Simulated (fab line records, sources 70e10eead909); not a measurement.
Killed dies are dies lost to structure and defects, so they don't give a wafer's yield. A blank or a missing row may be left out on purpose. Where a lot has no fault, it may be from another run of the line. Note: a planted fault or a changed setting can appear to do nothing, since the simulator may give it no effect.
2 desks looking at one fault	flow nand_harc	what lay behind the numbers comes last; until then each desk has only its own

## TOOL OWNER'S DESK, lpcvd_poly-03
The tool's own readings at NHARC_A_CHANNEL_FILL_D2_CVD_05 (deposits poly-Si, target thk 5 nm): means of the sampled wafers that have a number, for each lot that ran on this tool. Any lot whose mean is over 4 standard deviations away from the usual mean is out of limits and marked OUT; that distance is given in the brackets. Readings shown: 7 out of 8 (the first out of limits, and those lying furthest out on some lot).
Columns: A = spike_tc_bottom_C at NHARC_A_CHANNEL_FILL_D2_CVD_05, usual 573.4 C; B = spike_tc_centre_C at NHARC_A_CHANNEL_FILL_D2_CVD_05, usual 550.9 C; C = spike_tc_lower_C at NHARC_A_CHANNEL_FILL_D2_CVD_05, usual 550.5 C; D = spike_tc_top_C at NHARC_A_CHANNEL_FILL_D2_CVD_05, usual 571.3 C; E = spike_tc_upper_C at NHARC_A_CHANNEL_FILL_D2_CVD_05, usual 549.7 C; F = tube_center_temp_C at NHARC_A_CHANNEL_FILL_D2_CVD_05, usual 549.99 C; G = zone_power_bottom_pct at NHARC_A_CHANNEL_FILL_D2_CVD_05, usual 11.4 %
lot	first seen here	A	B	C	D	E	F	G
L400	day 16 22:41	572.4	549.3	550.3	571.2	550.3	549.96	11.5
L407	day 20 18:31	597.7 (+14) OUT	578.4 (+23) OUT	578.3 (+20) OUT	598.3 (+18) OUT	578.3 (+26) OUT	577.97 (+99 or more) OUT	12.5
L408	day 20 18:31	598.2 (+14) OUT	577.7 (+22) OUT	578.0 (+20) OUT	597.7 (+18) OUT	578.5 (+26) OUT	577.95 (+99 or more) OUT	12.5
L415	day 24 10:19	570.2	549.9	550.7	571.3	551.8	550.00	11.4
L416	day 24 10:19	572.1	550.5	550.0	571.9	550.0	549.98	11.5
This desk finds L407, L408 out of limits, L407 being first, at day 20 18:31 (spike_tc_bottom_C at NHARC_A_CHANNEL_FILL_D2_CVD_05). Within limits: L400, L415, L416.

## THE METROLOGY DESK
What the gauges read, lot by lot, whatever tool the lot ran on: means of the sampled wafers that have a number. Any lot whose mean is over 4 standard deviations away from the usual mean is out of limits and marked OUT; that distance is given in the brackets.
Columns: A = cd_nm at NHARC_A_CHANNEL_HOLE_D2_CD_MEAS_18, usual 98.8 nm
lot	first seen here	A
L398	day 14 23:51	97.4
L400	day 15 12:57	98.9
L407	day 19 08:13	98.3
L408	day 19 10:07	98.5
L410	day 20 04:12	95.6
L411	day 20 05:47	98.1
L412	day 21 01:13	100.0
L413	day 21 16:25	96.1
L416	day 23 01:29	98.4
L415	day 23 01:59	98.7
This desk's finding: nothing out of limits on any of the 10 lots.

## PUT TOGETHER
On L407, L408, at day 20 18:31, an alarm was possible from the tool owner's desk.
Metrology desk: nothing out of limits seen.
The metrology desk has L407, L408 on record, within its limits.
All the named lots went through NHARC_A_CHANNEL_FILL_D2_CVD_05 on lpcvd_poly-03.

## WHAT WAS PUT IN BY THE SIMULATOR
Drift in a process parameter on lpcvd_poly-03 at NHARC_A_CHANNEL_FILL_D2_CVD_05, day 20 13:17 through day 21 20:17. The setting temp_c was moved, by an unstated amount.
Lots struck among those shown: L407, L408.
Hours from the fault's start to each desk's first reading out of limits: the tool owner's desk, 5.
